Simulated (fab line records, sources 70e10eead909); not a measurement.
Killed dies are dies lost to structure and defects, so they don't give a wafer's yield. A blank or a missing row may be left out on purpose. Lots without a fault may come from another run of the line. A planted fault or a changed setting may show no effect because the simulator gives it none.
fab line records | flow nand_harc
record lots=11 wafers=33 last_day=24
route steps=1159 shown P_GATE@156 P_CONTACT@237 END@1159
lots that met no fault: from a run of the same line without faults
start_h: hours from the record's first day to the start of the lot's first wafer shown | wait_h: hours since the lot's step before | " the same as in the row above | L1.1+2: a row that stands for several wafers | - no value, or no start given | * or withheld: withheld | < > ~ a bound
route shown NAME@n: a module of which the file shows steps, and the number in the route of the first | usual: mean/standard deviation of fault-free wafers | same: alike in all rows | chamber/n: place in a boat | sites: the reading at each site | _std_site: their standard deviation | _edge_site: outer sites' mean less inner sites' | radius_mm: how far each site lies from the wafer's centre | mask NAME#n: copy n | behind: the tool/chamber that last shaped the wafer | hold: why the lot was held/for how many hours/how that ended | device: the transistor (n, p or np) that didn't switch | end of line: the same wafers' tests at the end of the route | a step without rows: its recipe alone | killed: dies lost to structure and defects at the first sort, not the wafer's yield | map: a wafer's dies, x killed, . not, _ none there
set.NAME: the setting as run; set.NAME@STEP: as run at that earlier step | model.NAME: the simulator's own value behind a step, which no gauge read
steps of the route over a sample of lots; a table a step, a row a wafer
services: from which hour (start_h, from the record's first day; less than 0 if before it) a tool's chamber was out of use, for how many hours, and why
## steps
# step NHARC_P_GATE_ETCHBACK_37
# recipe target_depth_a=345 time_s=17.2 chf3_flow_sccm=50 o2_flow_sccm=10 ar_flow_sccm=200 rf_w=500 bias_w=200 chemistry=CHF3/O2
# usual chamber_pressure_mTorr=24.997/0.023 drypump_motor_current_A=5.9/0.52 mfc_ar_sccm=200.0/0.58 oes_product_au=0.96/0.038 rf_vpp_V=369.2/1.8 showerhead_plenum_p_Torr=2.33/0.071 throttle_valve_pct=20.572/0.0083
# columns lot.wafer tool chamber start_h wait_h chamber_pressure_mTorr drypump_motor_current_A mfc_ar_sccm oes_product_au rf_hours_counter_h rf_vpp_V showerhead_plenum_p_Torr throttle_valve_pct
L571.2 rie_diel-05 0 - - 25.033 5.8 200.4 0.93 46 368.6 2.28 20.564
L571.3 " 2 " " 25.006 6.4 201.1 0.92 40 365.9 2.24 20.574
L571.4 " 3 " " 24.974 4.8 199.9 0.92 - 369.3 2.35 20.561
L573.4 rie_diel-08 2 - - 25.014 6.0 199.7 1.00 34 366.7 2.25 20.575
L573.1 " 3 " " 25.004 6.0 200.1 1.00 41 370.5 2.39 20.578
L573.5 " 0 " " 24.994 5.8 200.1 1.01 - 368.1 2.28 20.573
L574.4 rie_diel-05 2 - - 24.992 6.3 201.0 0.93 43 367.4 2.24 20.567
L574.6 " 0 " " 24.993 5.9 199.1 0.94 - 367.1 2.28 20.572
L574.5 " 1 " " 25.032 6.0 200.1 0.99 - 369.7 2.34 20.577
L576.2 rie_diel-05 0 - - 25.001 5.9 199.9 0.94 55 368.1 2.28 20.562
L576.5 " 3 " " 25.028 4.8 200.3 0.93 - 370.0 2.35 20.566
L576.6 " 0 " " 25.025 5.8 200.9 0.93 - 368.7 2.28 20.559
L578.3 rie_diel-05 2 - - 25.012 6.3 199.9 0.94 49 367.9 2.23 20.558
L578.1 " 0 " " 24.999 5.9 200.9 0.93 57 367.1 2.27 20.574
L578.5 " 3 " " 25.000 4.8 200.0 0.93 - 369.0 2.35 20.571
L583.4 rie_diel-08 1 - - 24.964 6.5 200.9 0.90 9 367.9 2.27 20.574
L583.1 " 3 " " 25.021 6.0 199.3 0.92 20 370.7 2.38 20.584
L583.5 " 2 " " 24.999 6.0 199.7 0.93 - 367.7 2.24 20.576
L582.1 rie_diel-05 2 - - 25.021 6.4 199.6 1.01 2 374.8 2.60 20.565
L582.3 " 3 " " 24.979 4.8 200.2 1.02 2 369.6 2.35 20.586
L582.5 " 0 " " 24.980 5.9 200.6 0.99 - 368.1 2.27 20.590
L580.1 rie_diel-12 1 - - 25.003 6.0 200.8 0.92 27 370.9 2.37 20.562
L580.3 " 2 " " 25.008 5.4 199.9 0.93 26 370.3 2.42 20.575
L580.5 " 3 " " 24.992 6.3 199.9 0.94 - 367.2 2.25 20.561
L584.4 rie_diel-05 1 - - 25.000 6.0 199.3 1.03 6 370.6 2.33 20.550
L584.3 " 3 " " 24.983 4.8 199.6 1.02 5 369.4 2.35 20.584
L584.5 " 0 " " 25.031 5.9 200.3 1.00 - 367.1 2.27 20.573
L585.3 rie_diel-12 0 - - 24.971 6.6 199.8 0.92 30 370.4 2.38 20.576
L585.1 " 3 " " 24.989 6.3 200.5 0.94 30 367.4 2.25 20.577
L585.5 " 1 " " 24.975 6.0 200.1 0.92 - 369.0 2.37 20.585
L590.4 rie_diel-12 1 - - 24.975 5.9 199.9 0.94 2 368.7 2.37 20.571
L590.5 " 3 " " 25.013 6.3 199.5 0.94 - 366.9 2.25 20.563
L590.6 " 0 " " 24.992 6.6 199.2 0.92 - 369.8 2.38 20.574
# step NHARC_P_GATE_CD_MEAS_46
# recipe target_cd_nm=720 landing_energy_ev=500
# usual cd_nm=719.6/2.1
# columns lot.wafer tool chamber start_h wait_h cd_nm
L571.2 cd_sem-02 0 114.84 - 718.7
L571.3 " 0 " " 719.6
L571.4 " 0 " " 721.6
L573.1 cd_sem-03 0 122.53 - 717.2
L573.4 " 0 " " 719.0
L573.5 " 0 " " 723.3
L574.4 cd_sem-01 0 130.57 - 719.4
L574.5 " 0 " " 719.1
L574.6 " 0 " " 718.4
L576.2 cd_sem-03 0 145.58 - 716.9
L576.5 " 0 " " 716.9
L576.6 " 0 " " 721.1
L578.1 cd_sem-01 0 154.42 - 718.9
L578.3 " 0 " " 721.1
L578.5 " 0 " " 717.8
L583.1 cd_sem-03 0 176.61 - 721.3
L583.4 " 0 " " 718.2
L583.5 " 0 " " 719.9
L582.1 cd_sem-03 0 178.29 - 721.8
L582.3 " 0 " " 719.7
L582.5 " 0 " " 717.7
L580.1 cd_sem-01 0 182.96 - 720.7
L580.3 " 0 " " 720.8
L580.5 " 0 " " 720.6
L584.3 cd_sem-03 0 189.21 - 718.8
L584.4 " 0 " " 720.2
L584.5 " 0 " " 723.1
L585.1 cd_sem-02 0 198.00 - 722.3
L585.3 " 0 " " 720.4
L585.5 " 0 " " 717.9
L590.4 cd_sem-03 0 229.81 - 718.9
L590.5 " 0 " " 718.3
L590.6 " 0 " " 717.5
# step NHARC_P_GATE_STRIP_76
# recipe power_w=1500 temp_c=250 chemistry=O2
# usual drypump_motor_current_A=5.67/0.27 heater_power_w=318/17 temp_c=250.02/0.18
# columns lot.wafer tool chamber start_h wait_h drypump_motor_current_A heater_power_w rf_hours_counter_h temp_c
L571.2 plasma_asher-01 0 117.33 0.2 5.42 340 4 250.25
L571.3 " 1 " " 5.49 311 - 250.16
L571.4 " 0 " " 5.44 340 - 250.25
L573.1 plasma_asher-01 0 125.21 0.2 5.40 337 7 249.90
L573.4 " 0 " " 5.40 340 - 250.09
L573.5 " 0 " " 5.40 343 - 250.10
L574.4 plasma_asher-01 0 133.14 0.2 5.41 346 - 249.88
L574.5 " 0 " " 5.41 335 - 250.11
L574.6 " 1 " " 5.48 310 - 250.15
L576.2 plasma_asher-02 0 148.17 0.2 5.69 295 47 250.17
L576.5 " 1 " " 6.13 304 - 250.10
L576.6 " 0 " " 5.71 300 - 249.98
L578.1 plasma_asher-02 1 156.98 0.2 6.13 304 50 249.84
L578.3 " 0 " " 5.71 297 - 249.90
L578.5 " 0 " " 5.72 297 - 249.84
L583.1 plasma_asher-02 0 179.28 0.2 5.73 296 57 249.86
L583.4 " 0 " " 5.72 291 - 249.88
L583.5 " 0 " " 5.71 290 - 250.05
L582.1 plasma_asher-01 1 180.88 0.2 5.52 314 24 250.14
L582.3 " 1 " " 5.51 311 - 249.95
L582.5 " 1 " " 5.49 317 - 250.18
L580.1 plasma_asher-01 1 185.61 0.2 5.48 311 27 250.37
L580.3 " 1 " " 5.47 306 - 250.21
L580.5 " 1 " " 5.52 309 - 250.24
L584.3 plasma_asher-01 1 191.66 0.2 5.50 311 - 249.99
L584.4 " 0 " " 5.43 338 - 249.91
L584.5 " 1 " " 5.48 317 - 249.51
L585.1 plasma_asher-01 1 201.01 0.2 5.52 308 34 249.88
L585.3 " 0 " " 5.42 338 - 250.27
L585.5 " 1 " " 5.52 321 - 250.01
L590.4 plasma_asher-02 1 232.46 0.2 6.11 334 - 250.14
L590.5 " 1 " " 6.10 327 - 250.14
L590.6 " 0 " " 5.67 310 - 249.93
# step NHARC_P_GATE_INSPECT_68
# usual raw_defect_count=209/78
# columns lot.wafer tool chamber start_h wait_h raw_defect_count
L571.2 defect_inspect-02 - 121.19 0.1 229
L571.3 " - " " 180
L571.4 " - " " 128
L573.1 defect_inspect-02 - 129.07 0.2 130
L573.4 " - " " 146
L573.5 " - " " 91
L574.4 defect_inspect-01 - 136.99 0.1 165
L574.5 " - " " 139
L574.6 " - " " 138
L576.2 defect_inspect-02 - 152.34 0.1 264
L576.5 " - " " 448
L576.6 " - " " 273
L578.1 defect_inspect-01 - 161.12 0.2 158
L578.3 " - " " 192
L578.5 " - " " 100
L583.1 defect_inspect-02 - 183.33 0.2 201
L583.4 " - " " 161
L583.5 " - " " 274
L582.1 defect_inspect-02 - 184.76 0.2 313
L582.3 " - " " 143
L582.5 " - " " 219
L580.1 defect_inspect-02 - 189.51 0.2 709
L580.3 " - " " 598
L580.5 " - " " 690
L584.3 defect_inspect-02 - 195.63 0.1 545
L584.4 " - " " 552
L584.5 " - " " 594
L585.1 defect_inspect-02 - 205.03 0.2 468
L585.3 " - " " 522
L585.5 " - " " 596
L590.4 defect_inspect-01 - 236.51 0.1 299
L590.5 " - " " 162
L590.6 " - " " 268
# step NHARC_P_CONTACT_ETCH_36
# recipe target_depth_a=2600 over_etch_frac=0.25 time_s=406.25 ion_energy_ev=200 n2_flow_sccm=150 h2_flow_sccm=150 ar_flow_sccm=0 rf_w=400 bias_w=150 chemistry=N2/H2
# usual chamber_pressure_mTorr=30.001/0.028 drypump_motor_current_A=5.8/0.42 mfc_ar_sccm=0.009/0.0092 oes_product_au=1.001/0.012 rf_vpp_V=430.2/2.8 showerhead_plenum_p_Torr=2.03/0.099 throttle_valve_pct=14.171/0.01
# same over_etch_frac=0.25
# columns lot.wafer tool chamber start_h wait_h chamber_pressure_mTorr drypump_motor_current_A mfc_ar_sccm oes_product_au rf_hours_counter_h rf_vpp_V showerhead_plenum_p_Torr throttle_valve_pct
L571.4 rie_diel-03 1 - - 30.007 5.0 0 0.993 7 430.7 2.03 14.179
L571.3 " 3 " " 30.052 5.6 0 0.990 7 429.2 2.02 14.161
L571.2 " 0 " " 30.014 5.9 0.005 1.024 7 431.9 2.12 14.165
L573.4 rie_diel-13 0 - - 30.004 6.0 0.020 1.012 2 426.7 1.89 14.160
L573.1 " 2 " " 30.047 6.5 0.003 0.992 2 425.1 1.91 14.173
L573.5 " 0 " " 29.979 6.0 0.020 1.008 - 425.5 1.89 14.171
L574.4 rie_diel-13 1 - - 29.958 6.2 0.007 0.998 3 435.4 2.20 14.151
L574.5 " 3 " " 29.999 5.9 0.015 1.004 - 428.8 2.00 14.168
L574.6 " 0 " " 30.021 6.0 0.020 1.000 - 427.5 1.89 14.181
L576.2 rie_diel-13 3 - - 30.032 5.9 0.015 1.018 4 429.7 2.00 14.169
L576.5 " 1 " " 29.954 6.3 0.007 1.001 - 433.7 2.20 14.180
L576.6 " 2 " " 30.013 6.4 0.003 1.008 - 426.3 1.91 14.159
L578.3 rie_diel-03 2 - - 30.017 5.6 0.020 0.966 11 432.9 2.10 14.148
L578.1 " 1 " " 29.978 5.0 0 0.994 11 429.7 2.03 14.171
L578.5 " 1 " " 30.021 4.9 0 0.997 - 430.1 2.03 14.167
L583.1 rie_diel-13 3 - - 29.969 5.9 0.015 1.019 7 429.2 1.99 14.188
L583.4 " 1 " " 29.990 6.2 0.007 1.004 7 434.6 2.19 14.170
L583.5 " 0 " " 29.980 6.0 0.020 1.004 - 425.7 1.89 14.171
L582.1 rie_diel-03 0 - - 30.029 5.9 0.005 0.999 13 432.4 2.12 14.168
L582.3 " 1 " " 30.048 5.0 0 1.001 13 430.0 2.03 14.167
L582.5 " 0 " " 30.002 5.9 0.005 1.014 - 433.6 2.12 14.193
L580.1 rie_diel-13 0 - - 30.036 6.0 0.020 0.996 8 426.2 1.89 14.179
L580.3 " 1 " " 29.987 6.3 0.007 1.002 8 434.8 2.19 14.175
L580.5 " 3 " " 30.012 5.9 0.015 1.007 - 429.3 1.99 14.173
L584.4 rie_diel-13 2 - - 30.030 6.5 0.003 1.007 9 425.8 1.91 14.173
L584.3 " 3 " " 30.018 5.9 0.015 0.987 8 429.9 1.99 14.177
L584.5 " 2 " " 30.040 6.5 0.003 1.005 - 426.7 1.91 14.172
L585.3 rie_diel-13 3 - - 30.004 5.9 0.015 1.002 9 429.5 1.99 14.175
L585.1 " 0 " " 30.023 6.0 0.020 1.012 10 426.7 1.89 14.167
L585.5 " 1 " " 29.911 6.3 0.007 0.991 - 435.2 2.19 14.173
L590.4 rie_diel-03 3 238.77 0.3 30.000 5.6 0 1.002 - 429.9 2.01 14.162
L590.5 " 0 " " 30.008 5.8 0.005 1.011 - 433.2 2.12 14.179
L590.6 " 3 " " 30.023 5.6 0 1.001 - 429.0 2.01 14.163
# step NHARC_END_SORT_01
# recipe temp_c=25
# usual killed_at_array=29/10 killed_at_other=0.7/1 killed_at_periphery=3.7/2.6 killed_dies=33/10 killed_open=3.4/1.8 killed_short=1.8/1.3
# same gross_dies=677
# columns lot.wafer tool chamber start_h wait_h killed_at_array killed_at_other killed_at_periphery killed_dies killed_open killed_short
L580.1 prober-02 0 507.95 2.5 28 3 36 67 3 2
L580.3 prober-02 0 509.55 3.1 34 2 42 78 6 1
L580.5 prober-02 0 511.14 3.7 28 0 38 66 5 5
L585.1 prober-01 0 535.88 2.5 16 0 43 59 1 1
L585.3 prober-01 0 537.48 3.1 27 0 44 71 7 5
L585.5 prober-01 0 539.09 3.7 23 0 41 64 2 2
L584.3 prober-01 0 545.30 3.1 44 4 36 84 5 0
L584.4 prober-01 0 546.11 3.4 37 0 40 77 3 0
L584.5 prober-01 0 546.91 3.7 42 1 40 83 3 1
# killed by level:class
L580.1 P_GATE:unspecified=34 A_SLIT:chamber_film_flake=12 A_CHANNEL_HOLE_D1:chamber_film_flake=6 A_CONTACT:chamber_film_flake=4 A_WL_FILL:geometric_particle:short=2 P_M2:chamber_film_flake=2 THIN_TSV:chamber_film_flake=2 A_SGD_CUT:geometric_particle:open=1
L580.3 P_GATE:unspecified=37 A_SLIT:chamber_film_flake=14 A_CHANNEL_HOLE_D1:chamber_film_flake=7 A_CONTACT:geometric_particle:open=3 A_STAIRCASE:chamber_film_flake=3 A_CONTACT:chamber_film_flake=3 P_M2:chamber_film_flake=2 A_WL_FILL:chamber_film_flake=2
L580.5 P_GATE:unspecified=36 A_SLIT:chamber_film_flake=14 A_CHANNEL_HOLE_D1:chamber_film_flake=3 P_CONTACT:geometric_particle:short=1 P_M1:geometric_particle:short=1 A_SOURCE_PLATE:geometric_particle:open=1 A_ONON_D1:geometric_particle:short=1 A_CHANNEL_HOLE_D1:geometric_particle:open=1
L585.1 P_GATE:unspecified=42 A_CHANNEL_HOLE_D1:chamber_film_flake=8 A_STAIRCASE:chamber_film_flake=3 A_CONTACT:chamber_film_flake=3 A_WL_FILL:geometric_particle:short=1 A_CONTACT:geometric_particle:open=1 P_ZERO_WELL:chamber_film_flake=1
L585.3 P_GATE:unspecified=39 A_CHANNEL_HOLE_D1:chamber_film_flake=11 A_CONTACT:chamber_film_flake=3 A_STAIRCASE:chamber_film_flake=3 P_CONTACT:geometric_particle:open=2 A_WL_FILL:geometric_particle:short=2 A_M0:geometric_particle:short=2 A_M1:geometric_particle:open=2
L585.5 P_GATE:unspecified=40 A_CHANNEL_HOLE_D1:chamber_film_flake=12 A_CONTACT:chamber_film_flake=5 A_CONTACT:geometric_particle:open=2 A_STAIRCASE:chamber_film_flake=2 A_ONON_D1:geometric_particle:short=1 A_WL_FILL:geometric_particle:short=1 P_STI:chamber_film_flake=1
L584.3 P_GATE:unspecified=35 A_CHANNEL_HOLE_D1:chamber_film_flake=20 A_SLIT:chamber_film_flake=15 A_STAIRCASE:chamber_film_flake=5 THIN_TSV:chamber_film_flake=3 A_CHANNEL_FILL_D1:geometric_particle:open=1 A_CONTACT:geometric_particle:open=1 A_BLC:geometric_particle:open=1
L584.4 P_GATE:unspecified=39 A_CHANNEL_HOLE_D1:chamber_film_flake=14 A_STAIRCASE:chamber_film_flake=11 A_SLIT:chamber_film_flake=9 A_CONTACT:geometric_particle:open=2 P_M2:geometric_particle:open=1 A_CONTACT:chamber_film_flake=1
L584.5 P_GATE:unspecified=39 A_STAIRCASE:chamber_film_flake=12 A_SLIT:chamber_film_flake=12 A_CHANNEL_HOLE_D1:chamber_film_flake=10 A_CONTACT:chamber_film_flake=4 P_CONTACT:geometric_particle:short=1 A_SOURCE_PLATE:geometric_particle:open=1 A_WL_FILL:geometric_particle:open=1
## services
# columns tool chamber start_h hours kind
rie_diel-13 1 95.91 12.8 repair
plasma_asher-01 - 99.00 9.0 pm
rie_diel-13 - 99.00 9.0 pm
rie_diel-05 1 111.20 11.6 repair
rie_diel-05 2 120.03 6.4 repair
rie_diel-08 0 124.58 10.8 repair
rie_diel-08 - 125.57 9.0 pm
rie_diel-03 0 133.67 2.8 repair
rie_diel-05 2 139.06 1.9 repair
rie_diel-03 0 160.57 5.6 repair
rie_diel-12 1 161.78 6.8 repair
rie_diel-05 3 162.13 6.2 repair
rie_diel-05 - 163.75 9.0 pm
rie_diel-03 1 174.43 8.0 repair
rie_diel-13 - 174.85 0.5 repair
rie_diel-12 0 180.73 6.9 repair
plasma_asher-02 - 183.00 9.0 pm
rie_diel-03 2 194.04 20.2 repair
rie_diel-12 - 202.54 9.0 pm
rie_diel-13 2 209.92 5.3 repair
rie_diel-03 - 215.44 9.0 pm
rie_diel-03 1 228.37 71.2 repair
rie_diel-12 1 232.61 3.2 repair
rie_diel-03 2 234.15 23.1 repair
## key
first_sign step=NHARC_P_GATE_INSPECT_68 reading=raw_defect_count direction=up sigmas=4.8 usual=209 struck=586
effect step=NHARC_END_SORT_01 reading=killed_at_periphery direction=up sigmas=14 usual=3.7 struck=40
more_kills_born_at NHARC_P_GATE_STRIP_76@plasma_asher-01=341
met_at NHARC_P_GATE_STRIP_76
struck_lots L580,L584,L585
tester_left_out L580,L584,L585
not_acting_at NHARC_P_GATE_ETCHBACK_37,NHARC_P_GATE_CD_MEAS_46,NHARC_P_CONTACT_ETCH_36
onset_between 180.88 185.61
fault kind=chamber_particle_source tool=plasma_asher-01 chamber=- onset_h=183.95 steps=NHARC_P_GATE_STRIP_76 rate_per_visit_cm2=0.53422 end_h=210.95
# tester_left_out: of these lots the tester's yield and bins aren't shown, on N5 and GAA mostly nor the transistor test; their killed dies are dies lost to structure and defects alone, not to doping, threshold or leakage, so they don't give the yield
